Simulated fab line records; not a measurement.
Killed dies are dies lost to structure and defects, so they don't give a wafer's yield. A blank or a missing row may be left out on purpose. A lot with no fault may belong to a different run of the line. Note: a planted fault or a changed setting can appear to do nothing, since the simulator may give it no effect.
Matching of chambers | flow nand_harc | NHARC_A_STAIRCASE_TRIM_229 on rie_diel-08: 4 sister chambers
The step chemistry O2, time 211.2 s. 4 wafers are shown with their chamber, then 9 later ones without.

## WAFERS PAIRED WITH THEIR CHAMBERS
wafer  | chamber | drypump_motor_current_A (A)
L082.3 | 2       | 6.3
L082.5 | 3       | 5.9
L083.5 | 1       | 5.7
L083.6 | 0       | 4.8

## WAFERS WHOSE CHAMBER IS MISSING
wafer  | drypump_motor_current_A (A)
L090.1 | 6.3
L090.2 | 4.9
L090.5 | 4.9
L092.1 | 5.7
L092.3 | 4.9
L092.5 | 5.9
L096.2 | 6.3
L096.4 | 5.9
L096.6 | 5.7

## THE CHAMBER EACH PASSED THROUGH
wafer  | from the rows above | in truth
L090.1 | 2                   | 2
L090.2 | 0                   | 0
L090.5 | 0                   | 0
L092.1 | 1                   | 1
L092.3 | 0                   | 0
L092.5 | 3                   | 3
L096.2 | 2                   | 2
L096.4 | 3                   | 3
L096.6 | 1                   | 1
Correctly placed: 9 of 9. Number that these rows cannot place: 0. Placed wrongly: 0.
How it was worked out, from the rows above alone: a wafer's distance from a chamber is the root of the sum, over the readings, of the square of ((its reading less the chamber's mean) divided by the reading's scatter). The wafer belongs to the nearest chamber; if the next one is less than 2 further off, it can't be placed. For every chamber, the mean is computed from those of its wafers that are shown. The scatter (one wafer shown for each chamber): square how far every hidden wafer sits from the nearest shown wafer, average those squares and take the square root.
